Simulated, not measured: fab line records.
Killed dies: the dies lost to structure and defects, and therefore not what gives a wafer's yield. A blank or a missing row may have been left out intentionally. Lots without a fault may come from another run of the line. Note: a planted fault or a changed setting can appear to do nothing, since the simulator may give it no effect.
fab line records    flow n5-finfet
record lots=24  wafers=72  last-day=17
route steps=1938 shown BEOL_M7@1330 BEOL_M8@1332
lots that met no fault: taken from a fault-free run of the same line
start-h: start of the lot's first displayed wafer, in hours after the record's first day    wait-h: hours from the lot's prior step to this one    " unchanged from the row above    L1.1+2: one row covering several wafers at once    - no value, or no start given    * or withheld: withheld    < > ~ a bound
route shown NAME@n: NAME is a module with steps in the file, n the number in the route of the first one    usual: mean/standard deviation of fault-free wafers    same: alike in all rows    chamber/n: place in a boat    sites: each site's reading    _std_site: the values' standard deviation    _edge_site: the outer-site mean with the inner-site mean subtracted    radius-mm: for every site, how far away it sits from the centre of the wafer    mask NAME#n: copy n    behind: the tool/chamber that last shaped the wafer    hold: what put the lot on hold/how long, in hours/how the hold closed    device: which transistor (n, p or np) failed to switch    end of line: the tests these same wafers got at the end of their route    a step given without rows: its recipe and nothing more    killed: the dies lost at the first sort to structure and to defects; this is not the yield of the wafer    map: the dies of a wafer, with x for killed, . for not killed, _ for no die there
set.NAME: the run value of the setting; set.NAME@STEP: its run value at that earlier step    model.NAME: the simulator's own value behind a step, which no gauge read
a sample of lots followed through the steps of the route, with each step as a table and each wafer as a row
services: a tool's chamber out of use, with start hour (start-h, from the record's first day; less than 0 if before it), hours out, and reason
## steps
# step N5_BEOL_M7_RS_MEAS_57
# recipe thk-meas-gauge=four-point-probe  reads=Cu_of_BEOL_M7_ECD_50+Co_of_BEOL_M7_CVD_78+TaN_of_BEOL_M7_ALD_77
# usual M7_RS=0.288/0.0071
lot.wafer  tool           chamber  start-h  wait-h  M7_RS[ohm/sq]
L074.2     film-metro-01  -        206.57   0.1     0.278
L074.3     "              -        "        "       0.294
L074.6     "              -        "        "       0.282
L075.1     film-metro-02  -        211.77   0.1     0.293
L075.4     "              -        "        "       0.298
L075.6     "              -        "        "       0.293
L076.1     film-metro-02  -        219.38   0.1     0.281
L076.3     "              -        "        "       0.294
L076.5     "              -        "        "       0.275
L077.2     film-metro-02  -        220.85   0.1     0.304
L077.3     "              -        "        "       0.299
L077.4     "              -        "        "       0.289
L078.2     film-metro-02  -        221.67   0.1     0.285
L078.3     "              -        "        "       0.280
L078.6     "              -        "        "       0.292
L079.1     film-metro-01  -        238.19   0.1     0.286
L079.4     "              -        "        "       0.301
L079.6     "              -        "        "       0.293
L080.1     film-metro-01  -        245.31   0.1     0.303
L080.4     "              -        "        "       0.284
L080.5     "              -        "        "       0.295
L081.1     film-metro-01  -        247.07   0.1     0.283
L081.4     "              -        "        "       0.286
L081.5     "              -        "        "       0.272
L082.1     film-metro-01  -        247.40   0.1     0.291
L082.2     "              -        "        "       0.296
L082.5     "              -        "        "       0.296
L083.3     film-metro-02  -        251.97   0.1     0.286
L083.4     "              -        "        "       0.291
L083.6     "              -        "        "       0.280
L084.2     film-metro-02  -        252.34   0.1     0.286
L084.3     "              -        "        "       0.281
L084.5     "              -        "        "       0.284
L085.3     film-metro-02  -        273.85   0.1     0.286
L085.4     "              -        "        "       0.293
L085.5     "              -        "        "       0.292
L086.3     film-metro-02  -        279.29   0.1     0.302
L086.5     "              -        "        "       0.282
L086.6     "              -        "        "       0.289
L089.3     film-metro-01  -        291.70   0.1     0.292
L089.5     "              -        "        "       0.280
L089.6     "              -        "        "       0.295
L088.1     film-metro-02  -        298.41   0.1     0.286
L088.2     "              -        "        "       0.279
L088.4     "              -        "        "       0.285
L090.1     film-metro-01  -        302.63   0.1     0.274
L090.5     "              -        "        "       0.291
L090.6     "              -        "        "       0.291
L087.2     film-metro-01  -        305.96   0.1     0.283
L087.3     "              -        "        "       0.285
L087.5     "              -        "        "       0.275
L092.1     film-metro-02  -        314.92   0.1     0.299
L092.2     "              -        "        "       0.287
L092.4     "              -        "        "       0.283
L094.1     film-metro-02  -        323.40   0.1     0.283
L094.3     "              -        "        "       0.282
L094.4     "              -        "        "       0.278
L093.1     film-metro-01  -        325.68   0.1     0.294
L093.3     "              -        "        "       0.292
L093.5     "              -        "        "       0.270
L091.1     film-metro-02  -        327.32   0.1     0.291
L091.2     "              -        "        "       0.279
L091.4     "              -        "        "       0.287
L095.3     film-metro-01  -        328.94   0.1     0.304
L095.4     "              -        "        "       0.295
L095.6     "              -        "        "       0.283
L096.2     film-metro-01  -        338.57   0.1     0.283
L096.4     "              -        "        "       0.300
L096.6     "              -        "        "       0.285
L097.3     film-metro-01  -        340.55   0.1     0.292
L097.5     "              -        "        "       0.296
L097.6     "              -        "        "       0.292
# step N5_BEOL_M8_ILD_DEP_00
# recipe material=SiCOH_lowk  target-thk-a=1797.5  temp-c=300  precursor=DEMS/porogen  pressure-torr=5  rf-w=500  time-s=33.4
# usual heater-power-w=307/30  showerhead-plenum-p-Torr=5.735/0.019  susceptor-temp-C=300.03/0.19  throttle-valve-pct=14.1/0.66
lot.wafer  tool      chamber  start-h  wait-h  heater-power-w  showerhead-plenum-p-Torr  susceptor-temp-C  throttle-valve-pct
L074.2     pecvd-04  2        206.63   0.0     321             5.734                     299.96            13.2
L074.3     "         1        "        "       282             5.758                     300.10            14.6
L074.6     "         2        "        "       308             5.722                     300.04            13.4
L075.1     pecvd-04  0        211.83   0.0     254             5.726                     300.17            14.6
L075.4     "         1        "        "       315             5.749                     300.32            14.8
L075.6     "         2        "        "       274             5.732                     300.20            13.3
L076.1     pecvd-01  0        219.44   0.0     352             5.728                     300.26            14.0
L076.3     "         0        "        "       361             5.728                     300.41            14.2
L076.5     "         0        "        "       360             5.734                     300.34            14.1
L077.2     pecvd-03  2        220.91   0.0     307             5.715                     299.65            13.8
L077.3     "         0        "        "       352             5.720                     299.84            14.2
L077.4     "         2        "        "       319             5.727                     299.68            13.9
L078.2     pecvd-01  0        221.73   0.0     341             5.733                     300.36            14.3
L078.3     "         0        "        "       335             5.719                     300.09            14.3
L078.6     "         2        "        "       343             5.748                     300.06            13.7
L079.1     pecvd-04  1        238.25   0.0     322             5.749                     300.04            14.7
L079.4     "         2        "        "       290             5.732                     300.19            13.2
L079.6     "         1        "        "       250             5.744                     299.80            14.9
L080.1     pecvd-04  2        245.37   0.0     309             5.712                     300.27            13.5
L080.4     "         0        "        "       312             5.731                     299.78            14.5
L080.5     "         1        "        "       315             5.752                     299.99            15.0
L081.1     pecvd-03  0        247.13   0.0     293             5.725                     299.92            14.3
L081.4     "         0        "        "       303             5.730                     300.00            14.2
L081.5     "         2        "        "       265             5.719                     299.88            13.7
L082.1     pecvd-04  2        247.46   0.0     277             5.715                     299.96            13.1
L082.2     "         1        "        "       302             5.751                     299.83            14.7
L082.5     "         1        "        "       308             5.748                     300.00            15.1
L083.3     pecvd-04  2        252.03   0.0     321             5.708                     300.04            13.2
L083.4     "         0        "        "       239             5.711                     300.30            14.8
L083.6     "         2        "        "       314             5.714                     299.92            13.2
L084.2     pecvd-04  2        252.41   0.0     303             5.711                     300.09            13.3
L084.3     "         0        "        "       287             5.706                     300.16            14.5
L084.5     "         1        "        "       316             5.755                     300.13            14.6
L085.3     pecvd-03  2        273.91   0.0     309             5.716                     299.99            14.0
L085.4     "         0        "        "       313             5.714                     300.06            14.3
L085.5     "         1        "        "       279             5.753                     300.19            14.8
L086.3     pecvd-04  1        279.35   0.0     312             5.757                     299.87            14.9
L086.5     "         0        "        "       302             5.709                     300.13            14.3
L086.6     "         1        "        "       332             5.768                     300.04            14.6
L089.3     pecvd-03  1        291.76   0.0     280             5.759                     300.18            14.4
L089.5     "         0        "        "       302             5.725                     299.85            14.1
L089.6     "         2        "        "       322             5.722                     300.16            13.6
L088.1     pecvd-01  2        298.48   0.0     343             5.753                     300.03            12.6
L088.2     "         1        "        "       310             5.768                     300.38            15.1
L088.4     "         2        "        "       350             5.742                     300.24            12.4
L090.1     pecvd-01  1        302.69   0.0     346             5.773                     299.73            14.6
L090.5     "         1        "        "       269             5.757                     300.28            15.1
L090.6     "         2        "        "       362             5.737                     299.60            12.6
L087.2     pecvd-03  1        306.02   0.0     264             5.750                     299.95            14.7
L087.3     "         2        "        "       318             5.718                     300.23            14.1
L087.5     "         1        "        "       269             5.774                     299.93            14.8
L092.1     pecvd-04  2        314.99   0.0     289             5.723                     299.73            13.0
L092.2     "         1        "        "       283             5.758                     299.80            14.5
L092.4     "         0        "        "       308             5.714                     300.09            14.5
L094.1     pecvd-03  2        323.47   0.0     295             5.722                     299.80            13.9
L094.3     "         1        "        "       244             5.774                     299.78            15.0
L094.4     "         1        "        "       250             5.759                     300.14            14.6
L093.1     pecvd-03  1        325.74   0.0     284             5.766                     299.82            14.7
L093.3     "         0        "        "       340             5.724                     299.93            14.3
L093.5     "         0        "        "       348             5.720                     299.98            14.4
L091.1     pecvd-01  0        327.38   0.0     334             5.739                     300.35            14.4
L091.2     "         2        "        "       345             5.764                     299.94            12.6
L091.4     "         2        "        "       342             5.745                     300.17            13.0
L095.3     pecvd-03  1        329.00   0.0     249             5.753                     299.89            14.7
L095.4     "         2        "        "       315             5.729                     300.15            14.1
L095.6     "         0        "        "       321             5.739                     299.90            14.3
L096.2     pecvd-04  2        338.63   0.0     265             5.732                     299.86            13.6
L096.4     "         1        "        "       317             5.749                     300.26            14.6
L096.6     "         2        "        "       272             5.722                     299.65            13.2
L097.3     pecvd-03  1        340.62   0.0     291             5.760                     299.75            14.5
L097.5     "         1        "        "       296             5.746                     300.18            14.5
L097.6     "         2        "        "       297             5.724                     300.11            14.1
# step N5_BEOL_M8_THK_MEAS_01
# recipe reads=SiCOH_lowk_of_BEOL_M8_ILD_DEP_00
# usual M8_ILD_THK=155.1/2.2
lot.wafer  tool           chamber  start-h  wait-h  M8_ILD_THK[nm]
L074.2     film-metro-02  -        207.21   0.4     153.1
L074.3     "              -        "        "       152.6
L074.6     "              -        "        "       156.6
L075.1     film-metro-02  -        212.41   0.4     156.7
L075.4     "              -        "        "       156.9
L075.6     "              -        "        "       158.2
L076.1     film-metro-02  -        220.04   0.4     154.6
L076.3     "              -        "        "       158.3
L076.5     "              -        "        "       157.0
L077.2     film-metro-02  -        221.49   0.4     151.9
L077.3     "              -        "        "       151.6
L077.4     "              -        "        "       153.8
L078.2     film-metro-01  -        222.33   0.4     155.3
L078.3     "              -        "        "       158.9
L078.6     "              -        "        "       156.3
L079.1     film-metro-02  -        238.83   0.4     152.9
L079.4     "              -        "        "       155.6
L079.6     "              -        "        "       153.9
L080.1     film-metro-02  -        245.95   0.4     151.8
L080.4     "              -        "        "       155.8
L080.5     "              -        "        "       152.9
L081.1     film-metro-02  -        247.75   0.4     154.8
L081.4     "              -        "        "       158.3
L081.5     "              -        "        "       156.2
L082.1     film-metro-01  -        248.18   0.4     154.1
L082.2     "              -        "        "       152.5
L082.5     "              -        "        "       154.0
L083.3     film-metro-02  -        252.61   0.3     154.1
L083.4     "              -        "        "       156.2
L083.6     "              -        "        "       156.8
L084.2     film-metro-01  -        252.98   0.4     155.2
L084.3     "              -        "        "       153.1
L084.5     "              -        "        "       153.9
L085.3     film-metro-01  -        274.49   0.3     154.8
L085.4     "              -        "        "       156.4
L085.5     "              -        "        "       154.9
L086.3     film-metro-02  -        279.93   0.3     150.4
L086.5     "              -        "        "       155.1
L086.6     "              -        "        "       152.2
L089.3     film-metro-01  -        292.34   0.3     154.0
L089.5     "              -        "        "       156.6
L089.6     "              -        "        "       154.5
L088.1     film-metro-01  -        299.07   0.4     156.0
L088.2     "              -        "        "       154.8
L088.4     "              -        "        "       158.6
L090.1     film-metro-01  -        303.29   0.4     151.6
L090.5     "              -        "        "       153.9
L090.6     "              -        "        "       155.1
L087.2     film-metro-01  -        307.28   0.4     156.0
L087.3     "              -        "        "       154.4
L087.5     "              -        "        "       156.2
L092.1     film-metro-01  -        316.04   0.8     152.5
L092.2     "              -        "        "       150.3
L092.4     "              -        "        "       158.0
L094.1     film-metro-02  -        324.04   0.4     152.8
L094.3     "              -        "        "       152.5
L094.4     "              -        "        "       156.7
L093.1     film-metro-01  -        326.32   0.4     153.2
L093.3     "              -        "        "       155.5
L093.5     "              -        "        "       159.4
L091.1     film-metro-01  -        329.56   0.8     155.1
L091.2     "              -        "        "       156.3
L091.4     "              -        "        "       156.9
L095.3     film-metro-01  -        331.91   0.3     152.5
L095.4     "              -        "        "       155.1
L095.6     "              -        "        "       155.6
L096.2     film-metro-02  -        339.21   0.4     150.9
L096.4     "              -        "        "       153.1
L096.6     "              -        "        "       153.4
L097.3     film-metro-02  -        341.49   0.3     154.6
L097.5     "              -        "        "       157.0
L097.6     "              -        "        "       157.5
# step N5_BEOL_M8_ETCH_61
# recipe chemistry=CF4  target=SiARC  target-depth-a=455  mask-material=CAR-ArF  time-s=75.8  ion-energy-ev=80  pressure-mtorr=40  source-w=545  bias-w=36  Ar_flow_sccm=100  cf4-flow-sccm=100  ends=cleared
# usual drypump-motor-current-A=5.9/0.33  etch-rf-on-time-s=76.4/1.7  oes-product-au=0.67/0.076  rf-vpp-V=183.7/1.2  showerhead-plenum-p-Torr=2.11/0.069  throttle-valve-pct=15.57/0.21
lot.wafer  tool         chamber  start-h  wait-h  drypump-motor-current-A  etch-rf-on-time-s  oes-product-au  rf-hours-counter-h  rf-vpp-V  showerhead-plenum-p-Torr  throttle-valve-pct
L074.2     rie-diel-02  2        209.38   0.0     5.9                      78.7               0.61            178                 185.0     2.20                      15.51
L074.3     "            1        "        "       6.1                      75.8               0.59            221                 184.3     2.13                      15.61
L074.6     "            1        "        "       6.1                      75.9               0.59            -                   183.6     2.13                      15.61
L075.1     rie-diel-02  3        213.44   0.0     5.5                      77.2               0.75            21                  184.8     2.19                      15.56
L075.4     "            2        "        "       5.9                      78.5               0.61            179                 184.4     2.20                      15.51
L075.6     "            0        "        "       6.3                      75.2               0.71            -                   182.8     2.08                      15.53
L076.1     rie-diel-04  3        221.19   0.0     5.1                      75.7               0.74            44                  183.0     2.18                      15.67
L076.3     "            1        "        "       6.3                      75.7               0.69            99                  182.8     2.07                      15.25
L076.5     "            1        "        "       6.3                      75.5               0.69            -                   182.4     2.07                      15.23
L077.2     rie-diel-03  3        224.24   0.0     5.9                      78.2               0.60            200                 183.1     2.04                      15.88
L077.3     "            2        "        "       5.6                      72.9               0.66            145                 184.0     2.14                      15.51
L077.4     "            0        "        "       6.0                      78.0               0.63            142                 183.1     2.05                      15.56
L078.2     rie-diel-04  2        224.50   0.0     6.1                      76.4               0.60            238                 185.0     2.10                      15.69
L078.3     "            0        "        "       5.7                      75.9               0.77            22                  186.1     2.28                      15.26
L078.6     "            0        "        "       5.7                      75.9               0.77            -                   186.2     2.28                      15.26
L079.1     rie-diel-04  1        241.48   0.0     6.3                      75.8               0.68            108                 183.0     2.07                      15.28
L079.4     "            2        "        "       6.1                      76.0               0.60            245                 182.9     2.09                      15.71
L079.6     "            2        "        "       6.1                      76.1               0.60            -                   183.3     2.09                      15.72
L080.1     rie-diel-02  3        248.03   0.0     5.5                      78.8               0.73            35                  185.5     2.18                      15.59
L080.4     "            1        "        "       6.0                      77.3               0.57            238                 181.6     2.13                      15.64
L080.5     "            1        "        "       6.1                      77.5               0.57            -                   183.0     2.13                      15.64
L081.1     rie-diel-03  2        251.00   0.0     5.7                      72.6               0.66            155                 183.5     2.14                      15.52
L081.4     "            0        "        "       6.0                      77.1               0.62            -                   182.1     2.05                      15.57
L081.5     "            3        "        "       5.9                      76.5               0.60            -                   182.6     2.04                      15.90
L082.1     rie-diel-02  3        251.78   0.0     5.5                      77.7               0.73            37                  184.2     2.18                      15.59
L082.2     "            0        "        "       6.4                      74.7               0.71            101                 183.7     2.07                      15.55
L082.5     "            2        "        "       5.9                      79.0               0.60            -                   184.9     2.20                      15.54
L083.3     rie-diel-03  2        255.19   0.0     5.7                      73.1               0.65            158                 185.0     2.14                      15.53
L083.4     "            2        "        "       5.7                      73.8               0.65            -                   183.4     2.14                      15.54
L083.6     "            3        "        "       5.9                      77.3               0.59            -                   183.8     2.03                      15.92
L084.2     rie-diel-02  1        255.79   0.0     6.0                      77.6               0.57            242                 181.7     2.12                      15.66
L084.3     "            3        "        "       5.5                      79.6               0.72            39                  184.5     2.18                      15.60
L084.5     "            0        "        "       6.3                      76.1               0.70            -                   181.9     2.07                      15.56
L085.3     rie-diel-04  0        276.30   0.0     5.8                      75.0               0.75            39                  187.6     2.28                      15.28
L085.4     "            0        "        "       5.8                      75.7               0.74            -                   185.5     2.28                      15.28
L085.5     "            1        "        "       6.3                      76.0               0.68            -                   183.0     2.06                      15.27
L086.3     rie-diel-03  0        281.60   0.0     6.0                      77.6               0.61            166                 182.6     2.04                      15.62
L086.5     "            3        "        "       5.9                      77.7               0.58            -                   183.6     2.03                      15.94
L086.6     "            1        "        "       6.6                      76.7               0.84            -                   181.9     2.10                      15.41
L089.3     rie-diel-03  3        293.07   0.0     5.9                      77.6               0.58            230                 184.6     2.03                      15.94
L089.5     "            3        "        "       5.9                      78.0               0.58            -                   182.8     2.03                      15.94
L089.6     "            0        "        "       6.0                      77.6               0.61            -                   182.1     2.04                      15.62
L088.1     rie-diel-04  0        299.79   0.0     5.8                      76.0               0.73            49                  185.8     2.27                      15.30
L088.2     "            2        "        "       6.1                      75.1               0.81            5                   182.4     2.09                      15.24
L088.4     "            3        "        "       5.1                      75.6               0.71            71                  184.0     2.17                      15.70
L090.1     rie-diel-03  3        306.60   0.0     5.9                      78.0               0.57            236                 182.5     2.03                      15.96
L090.5     "            1        "        "       6.6                      75.6               0.82            -                   184.4     2.10                      15.43
L090.6     "            3        "        "       5.9                      77.2               0.58            -                   183.4     2.03                      15.95
L087.2     rie-diel-02  3        308.06   0.0     5.5                      77.2               0.69            57                  183.8     2.17                      15.63
L087.3     "            0        "        "       6.3                      74.8               0.69            122                 183.9     2.06                      15.60
L087.5     "            1        "        "       6.1                      73.7               0.82            -                   183.5     2.12                      15.22
L092.1     rie-diel-02  1        317.77   0.0     6.0                      73.8               0.80            6                   184.0     2.12                      15.23
L092.2     "            0        "        "       6.3                      75.4               0.69            124                 182.3     2.06                      15.62
L092.4     "            3        "        "       5.5                      77.8               0.70            60                  185.0     2.17                      15.64
L094.1     rie-diel-02  0        325.13   0.0     6.4                      75.7               0.68            127                 184.0     2.06                      15.61
L094.3     "            1        "        "       6.1                      74.3               0.79            8                   183.6     2.12                      15.23
L094.4     "            3        "        "       5.5                      77.8               0.69            -                   183.6     2.17                      15.65
L093.1     rie-diel-02  3        327.61   0.0     5.5                      78.9               0.69            64                  183.6     2.17                      15.66
L093.3     "            1        "        "       6.0                      74.1               0.79            10                  183.6     2.12                      15.23
L093.5     "            0        "        "       6.4                      75.3               0.68            -                   183.5     2.06                      15.62
L091.1     rie-diel-03  2        331.90   0.0     5.6                      75.0               0.62            188                 184.6     2.13                      15.60
L091.2     "            3        "        "       5.9                      78.6               0.57            247                 182.1     2.02                      15.97
L091.4     "            2        "        "       5.7                      74.6               0.62            -                   183.0     2.13                      15.58
L095.3     rie-diel-04  0        332.97   0.0     5.8                      76.1               0.71            60                  186.1     2.27                      15.32
L095.4     "            2        "        "       6.1                      75.6               0.78            17                  184.7     2.09                      15.26
L095.6     "            0        "        "       5.8                      75.4               0.71            -                   184.3     2.27                      15.35
L096.2     rie-diel-03  3        340.40   0.0     5.9                      78.1               0.57            251                 180.6     2.02                      15.97
L096.4     "            3        "        "       5.9                      77.6               0.57            -                   181.9     2.02                      15.97
L096.6     "            0        "        "       6.1                      78.0               0.60            -                   183.2     2.04                      15.63
L097.3     rie-diel-03  3        344.58   0.0     5.9                      78.5               0.56            253                 182.7     2.02                      16.00
L097.5     "            2        "        "       5.7                      74.0               0.63            -                   183.6     2.12                      15.59
L097.6     "            3        "        "       5.9                      78.7               0.56            -                   180.7     2.02                      16.00
# step N5_BEOL_M8_CMP_52
# recipe stop-on=SiCOH_lowk  t-overpolish-s=6.9  down-force-psi=1  platen-rpm=50  clearing-platen-down-force-psi=1.5  clearing-platen-rpm=50  post-cmp-clean=cu-alkaline  target-thk-nm=80  clearing-platen-pad-velocity-m-s=0.99484  pad-velocity-m-s=0.99484
# usual barrier-field-endpoint-s=29.0/0.72  motor-current-A=5.9/0.42  overpolish-run-s=6.899/0.0094  time-to-endpoint-s=63/3.2
lot.wafer  tool    chamber  start-h  wait-h  barrier-field-endpoint-s  motor-current-A  overpolish-run-s  time-to-endpoint-s
L074.2     cmp-01  1        213.42   0.4     28.4                      6.6              6.893             61
L074.3     "       3        "        "       28.2                      6.1              6.908             57
L074.6     "       1        "        "       29.9                      6.3              6.921             62
L075.4     cmp-03  2        219.14   0.2     29.7                      6.0              6.911             66
L075.1     "       0        "        "       29.9                      5.6              6.898             69
L075.6     "       2        "        "       29.9                      6.3              6.906             65
L076.1     cmp-02  1        226.66   0.5     28.1                      5.7              6.887             61
L076.3     "       3        "        "       28.4                      5.7              6.897             63
L076.5     "       1        "        "       29.4                      5.3              6.898             61
L078.3     cmp-03  3        228.57   0.2     28.1                      5.5              6.887             62
L078.2     "       1        "        "       28.4                      6.4              6.898             60
L078.6     "       3        "        "       29.0                      5.4              6.878             64
L077.3     cmp-03  2        229.29   0.2     28.5                      6.0              6.901             61
L077.2     "       3        "        "       29.3                      5.6              6.889             65
L077.4     "       0        "        "       30.4                      5.4              6.912             67
L079.4     cmp-01  2        246.19   0.1     29.5                      6.0              6.906             63
L079.1     "       1        "        "       28.4                      6.5              6.899             63
L079.6     "       2        "        "       29.5                      6.3              6.899             63
L080.4     cmp-02  3        254.53   0.2     29.4                      5.5              6.891             61
L080.1     "       0        "        "       28.5                      6.3              6.902             62
L080.5     "       2        "        "       29.3                      6.1              6.894             64
L082.2     cmp-01  1        257.60   0.2     29.7                      6.2              6.886             59
L082.1     "       3        "        "       28.6                      5.9              6.887             55
L082.5     "       2        "        "       29.5                      6.3              6.914             59
L081.1     cmp-01  1        257.83   0.3     29.2                      6.4              6.898             63
L081.4     "       2        "        "       29.2                      6.3              6.896             61
L081.5     "       2        "        "       29.3                      5.8              6.901             62
L083.4     cmp-01  3        259.25   0.1     28.4                      5.6              6.901             63
L083.3     "       1        "        "       28.1                      6.4              6.893             64
L083.6     "       3        "        "       28.5                      6.3              6.908             57
L084.2     cmp-02  0        259.79   0.2     28.6                      6.1              6.879             60
L084.3     "       2        "        "       27.7                      6.0              6.893             62
L084.5     "       1        "        "       28.2                      5.3              6.907             58
L085.3     cmp-02  3        281.21   0.2     29.3                      5.3              6.896             65
L085.4     "       1        "        "       28.6                      5.3              6.898             63
L085.5     "       0        "        "       29.2                      5.9              6.890             68
L086.3     cmp-02  2        287.78   0.2     29.2                      6.0              6.891             66
L086.5     "       2        "        "       29.4                      5.8              6.902             67
L086.6     "       3        "        "       29.3                      5.5              6.888             63
L089.3     cmp-02  0        297.11   0.4     29.9                      6.7              6.886             63
L089.5     "       2        "        "       29.7                      6.0              6.903             67
L089.6     "       3        "        "       29.3                      5.6              6.903             64
L088.1     cmp-03  3        305.85   0.3     28.3                      5.6              6.906             61
L088.2     "       0        "        "       29.2                      5.6              6.905             64
L088.4     "       1        "        "       28.1                      6.6              6.888             55
L087.3     cmp-02  1        313.14   0.3     27.6                      5.4              6.905             55
L087.2     "       0        "        "       28.4                      6.6              6.891             59
L087.5     "       1        "        "       28.1                      5.2              6.872             56
L090.1     cmp-01  1        315.67   0.4     30.7                      6.5              6.910             70
L090.5     "       2        "        "       30.5                      6.5              6.904             68
L090.6     "       3        "        "       29.6                      5.9              6.893             67
L092.4     cmp-03  2        323.87   0.1     28.9                      5.9              6.886             59
L092.1     "       0        "        "       30.3                      5.2              6.916             63
L092.2     "       1        "        "       28.5                      6.6              6.898             59
L094.4     cmp-01  1        329.90   0.1     30.2                      6.1              6.908             69
L094.1     "       2        "        "       29.1                      6.2              6.895             62
L094.3     "       3        "        "       28.2                      5.4              6.903             61
L093.1     cmp-02  0        334.97   0.3     28.9                      6.3              6.888             65
L093.3     "       1        "        "       28.0                      5.4              6.906             63
L093.5     "       2        "        "       30.1                      6.0              6.895             68
L091.1     cmp-02  0        337.07   0.3     30.1                      6.4              6.898             66
L091.2     "       1        "        "       28.0                      5.3              6.897             57
L091.4     "       2        "        "       28.9                      6.0              6.928             64
L095.4     cmp-03  3        337.74   0.2     29.5                      5.5              6.901             63
L095.3     "       1        "        "       28.1                      6.4              6.907             57
L095.6     "       2        "        "       28.7                      6.0              6.903             60
L096.4     cmp-02  1        346.10   0.2     29.1                      5.4              6.901             61
L096.2     "       2        "        "       29.1                      5.9              6.896             62
L096.6     "       1        "        "       29.0                      5.8              6.914             62
L097.3     cmp-01  3        350.27   0.2     29.4                      6.2              6.898             62
L097.6     "       3        "        "       30.0                      5.9              6.897             64
L097.5     "       0        "        "       29.5                      5.3              6.907             67
# step N5_BEOL_M8_RS_MEAS_57
# recipe thk-meas-gauge=four-point-probe  reads=Cu_of_BEOL_M8_ECD_50+Co_of_BEOL_M8_CVD_78+TaN_of_BEOL_M8_ALD_77
# usual M8_RS=0.288/0.0072
lot.wafer  tool           chamber  start-h  wait-h  M8_RS[ohm/sq]
L074.2     film-metro-02  -        213.88   0.1     0.276
L074.3     "              -        "        "       0.299
L074.6     "              -        "        "       0.286
L075.1     film-metro-01  -        219.53   0.1     0.280
L075.4     "              -        "        "       0.289
L075.6     "              -        "        "       0.281
L076.1     film-metro-02  -        227.11   0.1     0.283
L076.3     "              -        "        "       0.284
L076.5     "              -        "        "       0.287
L078.2     film-metro-02  -        229.03   0.1     0.294
L078.3     "              -        "        "       0.285
L078.6     "              -        "        "       0.281
L077.2     film-metro-01  -        229.75   0.1     0.288
L077.3     "              -        "        "       0.290
L077.4     "              -        "        "       0.285
L079.1     film-metro-01  -        246.61   0.1     0.283
L079.4     "              -        "        "       0.300
L079.6     "              -        "        "       0.285
L080.1     film-metro-02  -        254.91   0.1     0.290
L080.4     "              -        "        "       0.282
L080.5     "              -        "        "       0.292
L082.1     film-metro-02  -        258.03   0.1     0.306
L082.2     "              -        "        "       0.301
L082.5     "              -        "        "       0.298
L081.1     film-metro-01  -        258.25   0.1     0.291
L081.4     "              -        "        "       0.282
L081.5     "              -        "        "       0.291
L083.3     film-metro-01  -        259.68   0.1     0.275
L083.4     "              -        "        "       0.296
L083.6     "              -        "        "       0.295
L084.2     film-metro-02  -        260.21   0.1     0.286
L084.3     "              -        "        "       0.289
L084.5     "              -        "        "       0.286
L085.3     film-metro-02  -        281.64   0.1     0.296
L085.4     "              -        "        "       0.302
L085.5     "              -        "        "       0.286
L086.3     film-metro-02  -        288.21   0.1     0.289
L086.5     "              -        "        "       0.284
L086.6     "              -        "        "       0.289
L089.3     film-metro-01  -        297.50   0.1     0.286
L089.5     "              -        "        "       0.282
L089.6     "              -        "        "       0.293
L088.1     film-metro-01  -        306.27   0.1     0.282
L088.2     "              -        "        "       0.279
L088.4     "              -        "        "       0.299
L087.2     film-metro-01  -        313.60   0.1     0.293
L087.3     "              -        "        "       0.282
L087.5     "              -        "        "       0.291
L090.1     film-metro-02  -        315.98   0.1     0.282
L090.5     "              -        "        "       0.276
L090.6     "              -        "        "       0.286
L092.1     film-metro-01  -        324.30   0.1     0.298
L092.2     "              -        "        "       0.296
L092.4     "              -        "        "       0.290
L094.1     film-metro-01  -        330.33   0.1     0.298
L094.3     "              -        "        "       0.288
L094.4     "              -        "        "       0.281
L093.1     film-metro-01  -        335.32   0.1     0.286
L093.3     "              -        "        "       0.298
L093.5     "              -        "        "       0.287
L091.1     film-metro-02  -        337.46   0.1     0.277
L091.2     "              -        "        "       0.290
L091.4     "              -        "        "       0.287
L095.3     film-metro-02  -        338.13   0.1     0.310
L095.4     "              -        "        "       0.276
L095.6     "              -        "        "       0.296
L096.2     film-metro-02  -        346.48   0.1     0.279
L096.4     "              -        "        "       0.280
L096.6     "              -        "        "       0.279
L097.3     film-metro-02  -        350.70   0.1     0.280
L097.5     "              -        "        "       0.293
L097.6     "              -        "        "       0.293
## services
tool         chamber  start-h  hours  kind
rie-diel-02  1        186.80   2.4    repair
cmp-01       -        194.05   1.3    repair
cmp-03       -        196.86   11.9   pm
cmp-01       -        198.37   4.0    pm
cmp-03       -        208.79   7.8    pm
pecvd-03     1        209.81   6.0    repair
cmp-02       -        212.42   2.3    repair
rie-diel-02  0        218.61   13.5   repair
cmp-02       -        224.34   2.1    repair
pecvd-04     2        228.25   5.5    scheduled-down
rie-diel-04  3        229.55   4.3    repair
pecvd-03     -        243.34   1.2    repair
pecvd-01     -        250.03   3.0    repair
cmp-02       -        257.53   0.8    repair
pecvd-01     -        262.76   8.9    repair
cmp-03       -        273.12   2.0    repair
rie-diel-03  2        280.67   4.3    repair
rie-diel-03  0        298.30   15.4   repair
cmp-03       -        301.54   3.1    repair
cmp-03       -        311.26   4.0    pm
cmp-02       -        322.57   4.0    pm
rie-diel-02  2        324.37   9.4    repair
cmp-02       -        326.57   -      consumable-replace:conditioner
rie-diel-03  1        329.91   16.6   repair
## key
fault none
